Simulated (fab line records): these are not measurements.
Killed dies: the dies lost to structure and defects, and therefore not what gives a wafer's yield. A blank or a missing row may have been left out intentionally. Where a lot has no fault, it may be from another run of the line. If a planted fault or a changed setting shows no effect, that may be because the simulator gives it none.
fab line records -- flow n5-finfet -- part 2 of 2: steps 22 to 33 of 33
record: lots: 5, wafers: 15, last-day: 17
route steps=1938 shown BEOL_M10@1470
lots untouched by any fault: they come from a run of this same line in which no faults occurred
start-h: start of the lot's first displayed wafer, in hours after the record's first day -- wait-h: hours elapsed since this lot's preceding step -- " as in the row above -- L1.1+2: a single row standing in for several wafers -- - value missing, or start not given -- * or withheld: withheld -- < > ~ a bound
route shown NAME@n: names a module that has steps shown in the file, with the first one's number in the route -- usual: mean/standard deviation of fault-free wafers -- same: alike in all rows -- chamber/n: place in a boat -- sites: per-site readings -- _std_site: their standard deviation -- _edge_site: mean of outer sites minus mean of inner sites -- radius-mm: for every site, how far away it sits from the centre of the wafer -- mask NAME#n: copy n -- behind: the most recent tool/chamber to have shaped the wafer -- hold: the reason the lot was held/the length of the hold in hours/how it ended -- device: names the non-switching transistor (n, p or np) -- end of line: the same wafers' tests at the end of the route -- a step given without rows: its recipe and nothing more -- killed: count of dies lost to structure and defects at first sort (not the wafer's yield) -- map: shows each die of a wafer: x if killed, . if not, _ if none is there
set.NAME: the setting as run; set.NAME@STEP: as run at that earlier step -- model.NAME: the simulator's own value behind a step, which no gauge read
certain route steps with their lots: each step a table, each wafer a row
services: a tool's chamber out of use, with start hour (start-h, from the record's first day; less than 0 if before it), hours out, and reason
== steps ==
step: N5_BEOL_M10_HM_OPEN_17
recipe: chemistry: Cl2/BCl3, target-depth-a: 200, overetch-a: 60, target: TiN, mask-material: SOC, ion-energy-ev: 150, pressure-mtorr: 10, icp-w: 1000, bias-w: 126, Cl2_flow_sccm: 53.25, bcl3-flow-sccm: 21.75, Ar_flow_sccm: 25
usual: drypump-motor-current-A: 5.4/0.45, mfc-cl2-sccm: 53.27/0.15, oes-product-au: 0.63/0.054, throttle-valve-pct: 22.09/0.27
lot.wafer,tool,chamber,start-h,wait-h,drypump-motor-current-A,mfc-cl2-sccm,oes-product-au,rf-hours-counter-h,throttle-valve-pct
L076.3,rie-metal-02,1,218.13,0.1,5.9,53.15,0.67,-,21.83
L076.5,rie-metal-02,0,218.13,0.1,5.5,53.28,0.66,-,22.19
L076.6,rie-metal-02,1,218.13,0.1,6.0,52.93,0.68,-,21.83
L080.1,rie-metal-02,0,250.58,0.0,5.5,53.14,0.66,40,22.17
L080.2,rie-metal-02,0,250.58,0.0,5.5,53.19,0.65,-,22.19
L080.3,rie-metal-02,0,250.58,0.0,5.5,53.24,0.64,-,22.18
L088.2,rie-metal-02,1,323.29,0.0,5.9,53.48,0.65,50,21.86
L088.3,rie-metal-02,1,323.29,0.0,5.9,53.33,0.64,-,21.87
L088.6,rie-metal-02,1,323.29,0.0,6.0,53.15,0.65,-,21.87
L091.2,rie-metal-03,0,330.58,0.1,4.8,53.59,0.57,-,22.17
L091.3,rie-metal-03,0,330.58,0.1,4.8,53.36,0.57,-,22.18
L091.6,rie-metal-03,0,330.58,0.1,4.8,53.03,0.57,-,22.18
L093.2,rie-metal-01,0,348.73,0.0,4.9,53.13,0.60,81,22.04
L093.3,rie-metal-01,1,348.73,0.0,5.0,53.32,0.70,-,21.70
L093.5,rie-metal-01,0,348.73,0.0,4.9,53.26,0.59,-,22.03
step: N5_BEOL_M10_STRIP_19
recipe: chemistry: O2, power-w: 400, temp-c: 40, pressure-mtorr: 30, rf-frequency-hz: 6e+07, bias-power-w: 0, overash-fraction: 0.2, o2-flow-sccm: 225
usual: drypump-motor-current-A: 5.9/0.48, oes-product-au: 0.80/0.1, rf-vpp-V: 3.7/0.58, showerhead-plenum-p-Torr: 2.09/0.072, throttle-valve-pct: 16.59/0.23
same: bias-power-w: 0, overash-fraction: 0.2
lot.wafer,tool,chamber,start-h,wait-h,drypump-motor-current-A,oes-product-au,rf-hours-counter-h,rf-vpp-V,showerhead-plenum-p-Torr,throttle-valve-pct
L076.3,rie-diel-03,1,218.32,0.2,6.6,0.84,74,4.4,2.03,16.31
L076.5,rie-diel-03,0,218.32,0.2,5.4,0.70,-,3.5,2.09,16.81
L076.6,rie-diel-03,3,218.32,0.2,5.5,0.86,-,4.5,2.04,16.62
L080.1,rie-diel-04,0,250.85,0.2,6.6,0.69,230,3.8,2.17,16.62
L080.2,rie-diel-04,2,250.85,0.2,6.4,0.69,243,3.6,2.04,16.93
L080.3,rie-diel-04,3,250.85,0.2,6.1,0.78,149,3.2,2.01,16.46
L088.2,rie-diel-05,2,323.40,0.1,6.0,0.92,40,3.5,2.23,16.53
L088.3,rie-diel-05,0,323.40,0.1,5.9,0.91,22,3.8,2.24,16.26
L088.6,rie-diel-05,2,323.40,0.1,6.0,0.92,-,3.6,2.23,16.52
L091.2,rie-diel-04,2,330.82,0.2,6.4,0.93,19,3.6,2.03,16.47
L091.3,rie-diel-04,1,330.82,0.2,6.1,0.89,-,3.5,2.15,16.25
L091.6,rie-diel-04,2,330.82,0.2,6.4,0.93,-,3.1,2.03,16.49
L093.2,rie-diel-03,3,348.84,0.1,5.5,0.81,102,3.6,2.03,16.70
L093.3,rie-diel-03,0,348.84,0.1,5.4,0.68,245,3.3,2.07,16.87
L093.5,rie-diel-03,0,348.84,0.1,5.4,0.68,-,3.5,2.07,16.87
step: N5_BEOL_M10_CD_MEAS_18
recipe: pitch-nm: 140, target-cd-nm: 70
usual: cd-nm: 70.1/0.6
lot.wafer,tool,chamber,start-h,wait-h,cd-nm
L076.3,cd-sem-01,-,218.40,0.1,70.2
L076.5,cd-sem-01,-,218.40,0.1,70.1
L076.6,cd-sem-01,-,218.40,0.1,69.1
L080.1,cd-sem-01,-,250.92,0.0,70.3
L080.2,cd-sem-01,-,250.92,0.0,71.1
L080.3,cd-sem-01,-,250.92,0.0,71.1
L088.2,cd-sem-01,-,323.47,0.1,70.6
L088.3,cd-sem-01,-,323.47,0.1,70.8
L088.6,cd-sem-01,-,323.47,0.1,70.6
L091.2,cd-sem-03,-,330.91,0.1,70.7
L091.3,cd-sem-03,-,330.91,0.1,70.2
L091.6,cd-sem-03,-,330.91,0.1,70.7
L093.2,cd-sem-02,-,348.91,0.1,70.4
L093.3,cd-sem-02,-,348.91,0.1,70.5
L093.5,cd-sem-02,-,348.91,0.1,70.8
step: N5_BEOL_M10_COAT_63
recipe: resist: SOC, temp-c: 250, time-s: 60, spin-rpm: 1500, resist-thk-nm: 100
usual: plate-temp-C: 249.99/0.16
lot.wafer,tool,chamber,start-h,wait-h,plate-temp-C
L076.3,litho-track-02,0,219.38,1.0,249.94
L076.5,litho-track-02,0,219.38,1.0,250.14
L076.6,litho-track-02,0,219.38,1.0,249.91
L080.1,litho-track-02,0,251.42,0.5,249.91
L080.2,litho-track-02,0,251.42,0.5,249.92
L080.3,litho-track-02,0,251.42,0.5,250.08
L088.2,litho-track-04,0,324.94,1.5,250.10
L088.3,litho-track-04,0,324.94,1.5,249.88
L088.6,litho-track-04,0,324.94,1.5,249.86
L091.2,litho-track-05,0,332.17,1.3,250.08
L091.3,litho-track-05,0,332.17,1.3,249.99
L091.6,litho-track-05,0,332.17,1.3,250.03
L093.2,litho-track-02,0,351.29,2.4,250.06
L093.3,litho-track-02,0,351.29,2.4,250.15
L093.5,litho-track-02,0,351.29,2.4,250.08
step: N5_BEOL_M10_COAT_64
recipe: resist: SiARC, temp-c: 220, time-s: 60, spin-rpm: 1500, resist-thk-nm: 30
usual: plate-temp-C: 219.98/0.17
lot.wafer,tool,chamber,start-h,wait-h,plate-temp-C
L076.3,litho-track-02,0,-,-,219.88
L076.5,litho-track-02,0,-,-,220.00
L076.6,litho-track-02,0,-,-,220.11
L080.1,litho-track-02,0,-,-,219.92
L080.2,litho-track-02,0,-,-,219.89
L080.3,litho-track-02,0,-,-,219.94
L088.2,litho-track-04,0,-,-,220.19
L088.3,litho-track-04,0,-,-,220.10
L088.6,litho-track-04,0,-,-,219.89
L091.2,litho-track-05,0,-,-,220.05
L091.3,litho-track-05,0,-,-,220.08
L091.6,litho-track-05,0,-,-,219.87
L093.2,litho-track-02,0,-,-,219.85
L093.3,litho-track-02,0,-,-,220.19
L093.5,litho-track-02,0,-,-,219.76
step: N5_BEOL_M10_COAT_22
recipe: resist: CAR-ArF, spin-rpm: 1500, resist-thk-nm: 90
lot.wafer,tool,chamber,start-h,wait-h
L076.3+5+6,litho-track-02,0,-,-
L080.1+2+3,litho-track-02,0,-,-
L088.2+3+6,litho-track-04,0,-,-
L091.2+3+6,litho-track-05,0,-,-
L093.2+3+5,litho-track-02,0,-,-
step: N5_BEOL_M10_EBR_24
recipe: solvent: PGMEA, ebr-width-mm: 1.5
lot.wafer,tool,chamber,start-h,wait-h
L076.3+5+6,litho-track-02,0,-,-
L080.1+2+3,litho-track-02,0,-,-
L088.2+3+6,litho-track-04,0,-,-
L091.2+3+6,litho-track-05,0,-,-
L093.2+3+5,litho-track-02,0,-,-
step: N5_BEOL_M10_SOFTBAKE_23
recipe: temp-c: 110, time-s: 60, resist: CAR-ArF
usual: plate-temp-C: 109.99/0.14
lot.wafer,tool,chamber,start-h,wait-h,plate-temp-C
L076.3,litho-track-02,0,-,-,109.84
L076.5,litho-track-02,0,-,-,109.65
L076.6,litho-track-02,0,-,-,109.88
L080.1,litho-track-02,0,-,-,109.72
L080.2,litho-track-02,0,-,-,109.91
L080.3,litho-track-02,0,-,-,109.68
L088.2,litho-track-04,0,-,-,109.99
L088.3,litho-track-04,0,-,-,109.89
L088.6,litho-track-04,0,-,-,109.96
L091.2,litho-track-05,0,-,-,110.14
L091.3,litho-track-05,0,-,-,110.09
L091.6,litho-track-05,0,-,-,110.11
L093.2,litho-track-02,0,-,-,110.22
L093.3,litho-track-02,0,-,-,110.12
L093.5,litho-track-02,0,-,-,110.02
step: N5_BEOL_M10_EXPOSE_25
recipe: mask-id: V9, na: 1.35, source-shape: annular, sigma-inner: 0.5, sigma-outer: 0.8, polarization: unpolarized, dose-mj: 85.5
lot.wafer,tool,chamber,start-h,wait-h,mask
L076.3+5+6,arfi-scanner-02,0,219.63,-,V9#0
L080.1+2+3,arfi-scanner-03,0,251.54,-,V9#0
L088.2+3+6,arfi-scanner-01,0,325.19,-,V9#0
L091.2+3+6,arfi-scanner-01,0,332.58,-,V9#0
L093.2+3+5,arfi-scanner-01,0,351.42,-,V9#0
step: N5_BEOL_M10_PEB_26
recipe: peb-temp-c: withheld, peb-time-s: 60, resist: CAR-ArF
lot.wafer,tool,chamber,start-h,wait-h
L076.3+5+6,litho-track-04,0,219.69,0.0
L080.1+2+3,litho-track-04,0,251.60,0.1
L088.2+3+6,litho-track-02,0,325.25,0.1
L091.2+3+6,litho-track-04,0,332.64,0.1
L093.2+3+5,litho-track-04,0,351.48,0.1
step: N5_BEOL_M10_DEVELOP_27
recipe: develop-time-s: 30, developer: TMAH, resist: CAR-ArF, rinse-liquid: diw, dry: air-spin, dev-temp-c: 23
lot.wafer,tool,chamber,start-h,wait-h
L076.3+5+6,litho-track-04,0,-,-
L080.1+2+3,litho-track-04,0,-,-
L088.2+3+6,litho-track-02,0,-,-
L091.2+3+6,litho-track-04,0,-,-
L093.2+3+5,litho-track-04,0,-,-
step: N5_BEOL_M10_CD_MEAS_28
recipe: target-cd-nm: 70, landing-energy-ev: 500, detector: se-inlens, polarity: opening
usual: cd-nm: 69.6/0.82
same: landing-energy-ev: 500
lot.wafer,tool,chamber,start-h,wait-h,cd-nm
L076.3,cd-sem-01,0,219.75,-,68.7
L076.5,cd-sem-01,0,219.75,-,71.0
L076.6,cd-sem-01,0,219.75,-,69.9
L080.1,cd-sem-02,0,251.67,-,70.6
L080.2,cd-sem-02,0,251.67,-,69.3
L080.3,cd-sem-02,0,251.67,-,68.9
L088.2,cd-sem-02,0,325.32,-,68.5
L088.3,cd-sem-02,0,325.32,-,69.6
L088.6,cd-sem-02,0,325.32,-,68.5
L091.2,cd-sem-01,0,332.71,-,69.6
L091.3,cd-sem-01,0,332.71,-,71.1
L091.6,cd-sem-01,0,332.71,-,69.5
L093.2,cd-sem-02,0,351.55,-,68.5
L093.3,cd-sem-02,0,351.55,-,69.8
L093.5,cd-sem-02,0,351.55,-,69.5
== services ==
tool,chamber,start-h,hours,kind
arfi-scanner-01,-,194.98,4.9,pm
uv-cure-02,-,196.14,0.3,repair
arfi-scanner-02,-,203.75,4.9,pm
arfi-scanner-02,-,210.85,0.8,pm
uv-cure-02,-,212.08,2.1,pm
arfi-scanner-02,-,223.27,2.0,repair
rie-diel-04,-,223.43,2.3,repair
arfi-scanner-02,-,225.35,0.6,repair
arfi-scanner-02,-,234.20,1.3,pm
rie-diel-03,1,242.80,8.4,repair
pecvd-01,-,245.54,0.4,repair
arfi-scanner-01,-,250.32,1.0,pm
rie-diel-04,3,254.77,12.9,repair
arfi-scanner-02,-,267.24,21.5,repair
arfi-scanner-01,-,287.58,1.3,pm
rie-diel-03,3,308.90,6.4,repair
arfi-scanner-02,-,316.32,1.0,pm
arfi-scanner-02,-,322.90,3.9,pm
rie-diel-04,3,323.50,7.8,repair
rie-diel-04,0,329.44,10.8,repair
rie-diel-03,0,331.16,12.6,repair
arfi-scanner-02,-,341.82,1.0,pm
arfi-scanner-01,-,345.73,0.6,repair
arfi-scanner-02,-,348.57,1.1,repair
